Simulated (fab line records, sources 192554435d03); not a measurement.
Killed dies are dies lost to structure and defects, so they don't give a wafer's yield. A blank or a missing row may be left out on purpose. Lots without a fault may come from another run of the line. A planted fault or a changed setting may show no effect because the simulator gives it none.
Split-lot experiment | flow n5_finfet | 7 lots, 39 wafers read, on a route of 1938 steps

THE SPLIT
At N5_BEOL_M6_ILD_DEP_00 (deposits SiCOH lowk from DEMS/porogen, target thk 179.75 nm, time 33.4 s), the setting time_s was moved away from the recipe's 33.4 s on 12 of the 39 wafers read, by -47.2% to +37.1%. The other wafers ran this setting at the recipe's value.

FROM THE SPLIT TO THE READING: what the file shows between them, 1 step
- N5_BEOL_M6_CURE_74: cures SiCOH lowk, time 240 s

THE READING
M6_ILD_THK, in nm, at N5_BEOL_M6_THK_MEAS_01. Fault-free wafers of this fab line usually give 155.6 nm, standard deviation 2 nm.

wafer  | tool, chamber at the split | time_s as run, s | against the recipe | M6_ILD_THK, nm | against lot-mates on the recipe
L077.1 | pecvd-03, 2                | 33.4             | recipe             | 153.4          | -
L077.2 | pecvd-03, 0                | 33.4             | recipe             | 156.1          | -
L077.3 | pecvd-03, 1                | 33.4             | recipe             | 154.1          | -
L077.4 | pecvd-03, 0                | 45.8             | +37.1%             | 214.1          | +59.6
L077.5 | pecvd-03, 1                | 45.8             | +37.1%             | 212.9          | +58.4
L077.6 | pecvd-03, 2                | 45.8             | +37.1%             | 211.5          | +57.0
L085.1 | pecvd-01, 0                | 33.4             | recipe             | 155.0          | -
L085.2 | pecvd-01, 2                | 33.4             | recipe             | 153.4          | -
L085.3 | pecvd-01, 1                | 33.4             | recipe             | 154.2          | -
L085.4 | pecvd-01, 0                | 33.4             | recipe             | 156.1          | -
L085.5 | pecvd-01, 1                | 33.4             | recipe             | 156.3          | -
L085.6 | pecvd-01, 2                | 33.4             | recipe             | 157.6          | -
L089.1 | pecvd-01, 1                | 33.4             | recipe             | 153.2          | -
L089.2 | pecvd-01, 2                | 17.98            | -46.2%             | 86.9           | -68.4
L089.3 | pecvd-01, 0                | 33.4             | recipe             | 154.8          | -
L089.4 | pecvd-01, 0                | 33.4             | recipe             | 157.9          | -
L089.5 | pecvd-01, 1                | 17.98            | -46.2%             | 86.6           | -68.7
L089.6 | pecvd-01, 2                | 17.98            | -46.2%             | 85.8           | -69.5
L092.1 | pecvd-01, 0                | 33.4             | recipe             | 155.9          | -
L092.2 | pecvd-01, 2                | 40.97            | +22.7%             | 191.1          | +33.7
L092.3 | pecvd-01, 1                | 40.97            | +22.7%             | 190.2          | +32.8
L092.4 | pecvd-01, 2                | 33.4             | recipe             | 158.4          | -
L092.5 | pecvd-01, 1                | 33.4             | recipe             | 157.9          | -
L092.6 | pecvd-01, 0                | 40.97            | +22.7%             | 193.3          | +35.9
L091.1 | pecvd-01, 2                | 33.4             | recipe             | 153.6          | -
L091.2 | pecvd-01, 1                | 33.4             | recipe             | 154.8          | -
L091.3 | pecvd-01, 0                | 33.4             | recipe             | 154.5          | -
L094.1 | pecvd-03, 2                | 33.4             | recipe             | 153.4          | -
L094.2 | pecvd-03, 1                | 17.62            | -47.2%             | 82.5           | -73.4
L094.3 | pecvd-03, 0                | 33.4             | recipe             | 158.7          | -
L094.4 | pecvd-03, 2                | 17.62            | -47.2%             | 83.9           | -72.0
L094.5 | pecvd-03, 0                | 17.62            | -47.2%             | 86.0           | -69.9
L094.6 | pecvd-03, 1                | 33.4             | recipe             | 155.7          | -
L097.1 | pecvd-01, 0                | 33.4             | recipe             | 153.1          | -
L097.2 | pecvd-01, 2                | 33.4             | recipe             | 152.9          | -
L097.3 | pecvd-01, 1                | 33.4             | recipe             | 153.3          | -
L097.4 | pecvd-01, 2                | 33.4             | recipe             | 153.4          | -
L097.5 | pecvd-01, 1                | 33.4             | recipe             | 154.2          | -
L097.6 | pecvd-01, 0                | 33.4             | recipe             | 155.6          | -

THE FIT
A straight line over all 39 wafers: M6_ILD_THK changes by +1.52 nm for each +1% of time_s; r = +1.00; the points scatter about the line by 1.8 nm.
The same after taking each lot's own level away (the mean of its wafers on the recipe; 39 wafers): +1.52 nm for each +1%; r = +1.00; scatter 1.5 nm.
On that fit, the largest move of time_s shifts the reading by 72 nm.
The lots' own levels span 153.75 to 157.40 nm, that is 1.8 times the standard deviation above.
So the lot-to-lot level changes the slope little: the two slopes agree.
Check: with one of the wafers moved furthest among these (-47.2%) left out of the fit, the line predicts -71.4 nm for it against its lot-mates. It came out at -73.4 nm against them.

OTHER SPLITS ON THESE WAFERS
These wafers also went through other splits before the reading. Each is held against what the fit with the lots' levels taken away leaves over:
other split on the same wafers           | wafers away from the commonest value | r with M6_ILD_THK (lot level and that fit taken away)
N5_BEOL_M3_ILD_DEP_00 time_s             | 9                                    | -0.20
N5_BEOL_M3_TRENCH_ETCH_37 target_depth_a | 15                                   | +0.13

THE WHOLE CHAIN: every reading that the file lists as answering this split, in the file's order
step                   | what it does                                                             | reading                                                                                  | change (the file's fit)              | r (the file's)
N5_BEOL_M6_ILD_DEP_00  | deposits SiCOH lowk from DEMS/porogen, target thk 179.75 nm, time 33.4 s | SiCOH_lowk_of_BEOL_M6_ILD_DEP_00.thk_nm (the simulator's own value, which no gauge read) | +1.75 nm for each +1% of the setting | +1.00
N5_BEOL_M6_CURE_74     | cures SiCOH lowk, time 240 s                                             | SiCOH_lowk_of_BEOL_M6_ILD_DEP_00.thk_nm (the simulator's own value, which no gauge read) | +1.52 nm for each +1% of the setting | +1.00
N5_BEOL_M6_THK_MEAS_01 |                                                                          | M6_ILD_THK                                                                               | +1.52 for each +1% of the setting    | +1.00

THE FILE'S OWN FIT
M6_ILD_THK changes by +1.52 nm for each +1% of time_s, r = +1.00.
